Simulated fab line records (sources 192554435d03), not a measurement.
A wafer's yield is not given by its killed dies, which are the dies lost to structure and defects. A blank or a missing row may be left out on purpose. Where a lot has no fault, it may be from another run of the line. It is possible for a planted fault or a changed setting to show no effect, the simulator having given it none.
Comparing a struck lot with a sound one    flow n5 finfet    35 out of 1938 route steps
Sound: these wafers, L849.2, L849.4, L849.6. Struck: wafer L858.5 (left out: L858.1, a lot-mate that was not struck); the cause follows at the end.
For every step that has rows: the tool of each side, followed by ch and its chambers, followed by its first start. Under that, the readings that differ: sound wafers    struck wafers    difference of the means    sigmas: that difference in standard deviations of wafers without a fault.
alike: same words and numbers on both sides, and readings whose means sit less than 2 such deviations apart. not compared: any withheld reading, any reading some wafer has no value for, any bound like >300 that may hide the same value, and any number with overlapping values for which the record gives no deviation.
A row with sigmas, a row that says differs or no value, or rows on one side alone: a step with any of these is where the two part. When numbers do not overlap yet have no deviation, they are printed without sigmas and do not part them. Lack of a reading on every wafer of one side parts them only where that side has two or more wafers.

first, 9 steps without rows for these wafers: N5_MOL_CONTACT_COAG_SRD_128 (dry time 32 s); N5_MOL_CONTACT_COAG_CMP_52 (polishes, stops on SiO2, t overpolish 1.5 s, target thk 66.5 nm); N5_MOL_CONTACT_COAG_ANNEAL_112 (time 1800 s); N5_BEOL_M0_SAQP_PECVD_00 (deposits SiCN from 3MS/NH3, target thk 8 nm, time 14 s); N5_BEOL_M0_SAQP_ILD_DEP_01 (deposits SiOC from DEMS/O2, target thk 45.419 nm, time 8.7 s); N5_BEOL_M0_SAQP_HM_DEP_02 (deposits TiN, target thk 12 nm); N5_BEOL_M0_SAQP_PECVD_03 (deposits SiCN from 3MS/NH3, target thk 12 nm, time 21.1 s); N5_BEOL_M0_SAQP_PECVD_96 (deposits a-Si from SiH4/He, target thk 45 nm, time 45.2 s); N5_BEOL_M0_SAQP_PECVD_97 (deposits SiNx from SiH4/NH3/N2, target thk 23 nm, time 19.9 s).
N5_BEOL_M0_SAQP_PECVD_04: deposits a-Si from SiH4/He, target thk 60 nm, time 60.2 s.
  sound on pecvd-04 ch 0,1,2, day 8 10:37; struck on pecvd-04 ch 2, day 10 17:21
reading                                          sound         struck  difference  sigmas
model.a-Si_of_BEOL_M0_SAQP_PECVD_04.thk nm (nm)  60 60.2 60.8  76.8    +16.5       
  alike: heater power outer w, heater power w, showerhead plenum p Torr, throttle valve pct
N5_BEOL_M0_SAQP_THK_MEAS_05:
  sound on film metro-01 at day 8 10:43; struck on film metro-01 at day 10 17:27
reading      sound           struck  difference  sigmas
thk nm (nm)  60.0 60.2 60.7  76.7    +16.4       +21
then, 15 steps without rows for these wafers: N5_BEOL_M0_SAQP_HM_DEP_111 (deposits SiO2 from SiH4/N2O, target thk 12 nm, time 7.2 s); N5_BEOL_M0_SAQP_COAT_81 (time 60 s, resist thk 100 nm); N5_BEOL_M0_SAQP_COAT_82 (time 60 s, resist thk 30 nm); N5_BEOL_M0_SAQP_COAT_08 (resist thk 90 nm); N5_BEOL_M0_SAQP_EBR_10; N5_BEOL_M0_SAQP_SOFTBAKE_09 (time 60 s); N5_BEOL_M0_SAQP_EXPOSE_11 (exposes mask M0 CORE, target cd 42 nm); N5_BEOL_M0_SAQP_PEB_12 (peb time 60 s); N5_BEOL_M0_SAQP_DEVELOP_13 (develop time 30 s); N5_BEOL_M0_SAQP_DESCUM_19 (chemistry O2, time 7.9 s); N5_BEOL_M0_SAQP_ETCH_83 (etches SiARC in CF4, target depth 39 nm, time 65 s); N5_BEOL_M0_SAQP_ETCH_84 (etches SOC in N2/H2, target depth 100 nm, overetch 20 nm, time 150 s); N5_BEOL_M0_SAQP_STRIP_80 (strips in N2/H2); N5_BEOL_M0_SAQP_HM_OPEN_112 (chemistry CHF3/O2, target SiO2, stops on a-Si, target depth 12 nm, time 13.5 s); N5_BEOL_M0_SAQP_STRIP_113 (strips in CHF3/O2).
N5_BEOL_M0_SAQP_MANDREL_ETCH_20: etches a-Si in HBr/Cl2, stops on SiNx, target depth 60 nm, bt time 10 s, time 30 s.
  sound on rie si-04 ch 2,3, day 8 11:32; struck on rie si-02 ch 1, day 10 18:40
reading                   sound              struck  difference  sigmas
oes product au (a.u.)     0.772 0.764 0.764  0.893   +0.126      +8
throttle valve pct (%)    34.9 35.6 35.6     34.5    -0.9        -3
model.etch.depth nm (nm)  60.04 60.25 60.71  76.72   +16.39      
  alike: drypump motor current A
  not compared: rf hours counter h
then, 5 steps without rows for these wafers: N5_BEOL_M0_SAQP_STRIP_86 (strips in N2/H2); N5_BEOL_M0_SAQP_STRIP_115 (strips in post etch residue remover, time 60 s); N5_BEOL_M0_SAQP_SRD_93 (time 30 s); N5_BEOL_M0_SAQP_RECESS_114 (chemistry HF/NH3, target SiO2, target depth 14.4 nm, afs cycles 3, sublimation time 60 s); N5_BEOL_M0_SAQP_SPACER1_ALD_98 (deposits SiO2, target thk 12.8 nm, pulse time 1 s, purge time 2 s).
N5_BEOL_M0_SAQP_SPACER1_ETCHBACK_99: etches SiO2 in CHF3/O2, target depth 15.4 nm, time 7.7 s.
  sound on rie diel-03 ch 1,2,3, day 8 13:46; struck on rie diel-03 ch 0, day 10 19:52
reading                                          sound              struck  difference  sigmas
throttle valve pct (%)                           19.01 18.77 18.83  19.35   +0.48       +2
model.a-Si_of_BEOL_M0_SAQP_PECVD_04.thk nm (nm)  59.4 59.6 60       76      +16         
  alike: drypump motor current A, oes product au, rf vpp V, showerhead plenum p Torr
  not compared: rf hours counter h
then, 1 step without rows for these wafers: N5_BEOL_M0_SAQP_MANDREL1_REMOVE_100 (chemistry HBr/Cl2/O2, target a-Si, stops on SiNx, bt time 10 s).
-- here the record skips 3 days between the struck wafers' starts before and after, leaving off in module BEOL_M0_SAQP and picking up in module BEOL_M4 (first step shown: number 1111 of the route) --
N5_BEOL_M4_RC_MEAS_101:
  sound on prober-01 ch 0, day 11 10:52; struck on prober-02 ch 0, day 13 18:32
  alike: DIBL_N, DIBL_P, IOFF_N, IOFF_P, ION_N, ION_P, SS_N, SS_P, VT_N, VT_P

## WHERE THEY PART
First at N5_BEOL_M0_SAQP_THK_MEAS_05; last, within this record, at N5_BEOL_M0_SAQP_SPACER1_ETCHBACK_99. Later steps at which nothing parts them and some readings are alike: N5_BEOL_M4_RC_MEAS_101.

WHY: whatever the simulator had introduced
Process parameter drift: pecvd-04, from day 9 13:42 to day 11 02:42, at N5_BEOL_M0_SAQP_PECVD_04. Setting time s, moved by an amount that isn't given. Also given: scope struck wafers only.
